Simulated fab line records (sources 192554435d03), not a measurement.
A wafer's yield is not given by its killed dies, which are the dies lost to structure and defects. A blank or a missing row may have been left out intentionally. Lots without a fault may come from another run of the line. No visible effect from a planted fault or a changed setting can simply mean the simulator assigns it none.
Matching of chambers | flow n5_finfet | 4 sister chambers for N5_BEOL_M0_CUTY_DESCUM_61 on rie_diel-01
The step chemistry O2, time 7.9 s. 14 wafers are shown with their chamber, then 7 later ones without.

## EACH WAFER AND ITS CHAMBER
wafer  | chamber | throttle_valve_pct (%) | showerhead_plenum_p_Torr (Torr) | drypump_motor_current_A (A)
L076.4 | 3       | 20.51                  | 2.09                            | 5.5
L076.5 | 1       | 21.04                  | 2.01                            | 5.3
L076.6 | 0       | 20.31                  | 2.16                            | 5.5
L077.2 | 2       | 20.58                  | 2.08                            | 5.8
L077.5 | 0       | 20.31                  | 2.16                            | 5.5
L077.6 | 3       | 20.51                  | 2.09                            | 5.5
L078.3 | 1       | 21.06                  | 2.01                            | 5.3
L078.4 | 3       | 20.52                  | 2.09                            | 5.4
L078.6 | 0       | 20.31                  | 2.16                            | 5.5
L081.1 | 2       | 20.57                  | 2.08                            | 5.8
L081.4 | 3       | 20.52                  | 2.09                            | 5.5
L081.5 | 2       | 20.59                  | 2.08                            | 5.8
L086.1 | 1       | 21.09                  | 2.00                            | 5.3
L086.5 | 2       | 20.61                  | 2.07                            | 5.8

SIGNATURES (means of the wafers above)
reading                  | chamber 0 | chamber 1 | chamber 2 | chamber 3 | scatter within a chamber
throttle_valve_pct       | 20.3100   | 21.0633   | 20.5875   | 20.5150   | 0.015
showerhead_plenum_p_Torr | 2.1600    | 2.0067    | 2.0775    | 2.0900    | 0.00376
drypump_motor_current_A  | 5.500     | 5.300     | 5.800     | 5.475     | 0.0274
Rule: a wafer lies at a distance from a chamber equal to the root of the sum of squares, over the readings, of (its reading less the chamber's mean, divided by the reading's scatter). If the next closest chamber is less than 2 further off than the closest, the wafer can't be placed; otherwise it belongs to the closest. The scatter: the root of (the sum of the squares of (reading less its chamber's mean) over the shown wafers, divided by (wafers less chambers)).

## WAFERS WITH NO CHAMBER GIVEN
wafer  | throttle_valve_pct (%) | showerhead_plenum_p_Torr (Torr) | drypump_motor_current_A (A)
L086.6 | 20.53                  | 2.08                            | 5.4
L087.1 | 20.61                  | 2.07                            | 5.8
L087.3 | 20.35                  | 2.15                            | 5.5
L087.6 | 20.62                  | 2.07                            | 5.8
L093.1 | 20.37                  | 2.15                            | 5.5
L093.2 | 21.11                  | 2.00                            | 5.3
L093.4 | 20.63                  | 2.07                            | 5.8

## CHAMBER TAKEN BY EACH
wafer  | from the rows above | in truth
L086.6 | 3                   | 3
L087.1 | 2                   | 2
L087.3 | 0                   | 0
L087.6 | 2                   | 2
L093.1 | 0                   | 0
L093.2 | 1                   | 1
L093.4 | 2                   | 2
Correctly placed: 7 of 7. Left unplaced by these rows: 0. 0 placed wrongly.
